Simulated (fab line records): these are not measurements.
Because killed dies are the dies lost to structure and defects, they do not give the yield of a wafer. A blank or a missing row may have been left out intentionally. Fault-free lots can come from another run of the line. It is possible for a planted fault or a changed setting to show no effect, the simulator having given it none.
A struck lot beside a sound one | flow n5_finfet | 16 steps out of a route of 1938
Sound: wafers L922.2, L922.4, L922.6. The struck wafers were L924.1, L924.2, L924.6. The cause comes at the end.
At each step with rows: each side's tool, then ch and its chambers, then its first start. Under that, the readings that differ: sound wafers | struck wafers | difference of the means | sigmas: that difference in standard deviations of wafers without a fault.
alike: same words and numbers on both sides, and readings whose means sit less than 2 such deviations apart. not compared: any withheld reading, any reading some wafer has no value for, any bound like >300 that may hide the same value, and any number with overlapping values for which the record gives no deviation.
A row with sigmas, a row that says differs or no value, or rows on one side alone: a step with any of these is where the two part. Numbers that don't overlap but have no deviation are shown without sigmas and don't part them. Lack of a reading on every wafer of one side parts them only where that side has two or more wafers.

N5_BEOL_M3_OVL_MEAS_12:
  sound on overlay-02 ch 0, day 11 03:59; struck on overlay-01 ch 0, day 11 14:41
  alike: M3_OVL
N5_BEOL_M3_INSPECT_13: inspects for defects (brightfield).
  sound on defect_inspect-01 at day 11 04:02; struck on defect_inspect-01 at day 11 14:44
  alike: raw_defect_count
N5_BEOL_M3_DESCUM_16: chemistry O2, time 7 s.
  sound on rie_diel-06 ch 1,3, day 11 04:08; struck on rie_diel-02 ch 0,2,3, day 11 14:47
  alike: bias_power_w, drypump_motor_current_A, oes_product_au, rf_vpp_V, showerhead_plenum_p_Torr, throttle_valve_pct
  not compared: rf_hours_counter_h
then, 1 step without rows for these wafers: N5_BEOL_M3_ETCH_74 (etches underlayer in N2/H2, target depth 6.5 nm, time 5.2 s).
N5_BEOL_M3_ETCH_63: etches SiARC in CF4, target depth 15.6 nm, time 26 s.
  sound on rie_diel-06 ch 1,3, day 11 04:11; struck on rie_diel-02 ch 0,2,3, day 11 14:50
  alike: drypump_motor_current_A, etch_rf_on_time_s, oes_product_au, rf_vpp_V, showerhead_plenum_p_Torr, throttle_valve_pct
  not compared: rf_hours_counter_h
N5_BEOL_M3_ETCH_64: etches SOC in N2/H2, target depth 75 nm, overetch 15 nm, time 112.5 s.
  sound on rie_diel-06 ch 1,3, day 11 04:13; struck on rie_diel-02 ch 0,2,3, day 11 14:52
  reading                | sound             | struck            | difference | sigmas
  n2_flow_sccm (sccm)    | 200.1 201.1 200.4 | 199.0 199.5 199.3 | -1.3       | -2
  throttle_valve_pct (%) | 17.90 18.32 18.32 | 17.58 17.61 17.71 | -0.55      | -2
  alike: drypump_motor_current_A, oes_product_au, rf_vpp_V, showerhead_plenum_p_Torr
  not compared: rf_hours_counter_h
then, 2 steps without rows for these wafers: N5_BEOL_M3_STRIP_65 (strips in N2/H2); N5_BEOL_M3_STRIP_75 (strips in N2/H2).
N5_BEOL_M3_STRIP_66: strips in CF4.
  sound on rie_diel-06 ch 1,3, day 11 04:20; struck on rie_diel-02 ch 0,2,3, day 11 14:59
  alike: bias_power_w, drypump_motor_current_A, oes_product_au, rf_vpp_V, showerhead_plenum_p_Torr, throttle_valve_pct
  not compared: rf_hours_counter_h
N5_BEOL_M3_HM_OPEN_17: chemistry Cl2/BCl3, target TiN, target depth 20 nm, overetch 6 nm.
  sound on rie_metal-03 ch 0,1, day 11 04:23; struck on rie_metal-01 ch 0,1, day 11 15:01
  alike: drypump_motor_current_A, he_backside_leak_sccm, oes_product_au, throttle_valve_pct
  not compared: rf_hours_counter_h
then, 1 step without rows for these wafers: N5_BEOL_M3_STRIP_19 (strips in O2).
N5_BEOL_M3_CD_MEAS_18: pitch 36 nm, target cd 18 nm.
  sound on cd_sem-02 at day 11 04:34; struck on cd_sem-02 at day 11 15:13
  alike: cd_nm
N5_BEOL_M3_COAT_67: time 60 s, resist thk 60 nm.
  sound on litho_track-05 ch 0, day 11 04:36; struck on litho_track-05 ch 0, day 11 15:14
  reading                  | sound                | struck               | difference | sigmas
  heater_power_total_W (W) | 501.4 498.0 497.5    | 481.2 482.0 481.4    | -17.4      | -10
  plate_temp_C (C)         | 249.95 250.11 249.98 | 242.64 242.26 242.72 | -7.47      | -39
then, 1 step without rows for these wafers: N5_BEOL_M3_COAT_68 (time 60 s, resist thk 12 nm).
-- a jump in the record: the struck wafers' starts before and after are 2 days apart (it breaks off in module BEOL_M3 and resumes in module BEOL_M4, where the first step shown is number 1111 of the route) --
N5_BEOL_M4_RC_MEAS_101:
  sound on prober-01 ch 0, day 12 20:34; struck on prober-01 ch 0, day 14 01:14
  alike: DIBL_N, DIBL_P, IOFF_N, IOFF_P, ION_N, ION_P, SS_N, SS_P, VT_N, VT_P
N5_PASSIVATION_PROBE_49:
  the record has rows for the sound wafers here (prober-01, day 17 17:20) and none for the struck ones

## WHERE THEY PART
Earliest at N5_BEOL_M3_ETCH_64; latest, in this record, at N5_PASSIVATION_PROBE_49.

WHY: whatever the simulator had introduced
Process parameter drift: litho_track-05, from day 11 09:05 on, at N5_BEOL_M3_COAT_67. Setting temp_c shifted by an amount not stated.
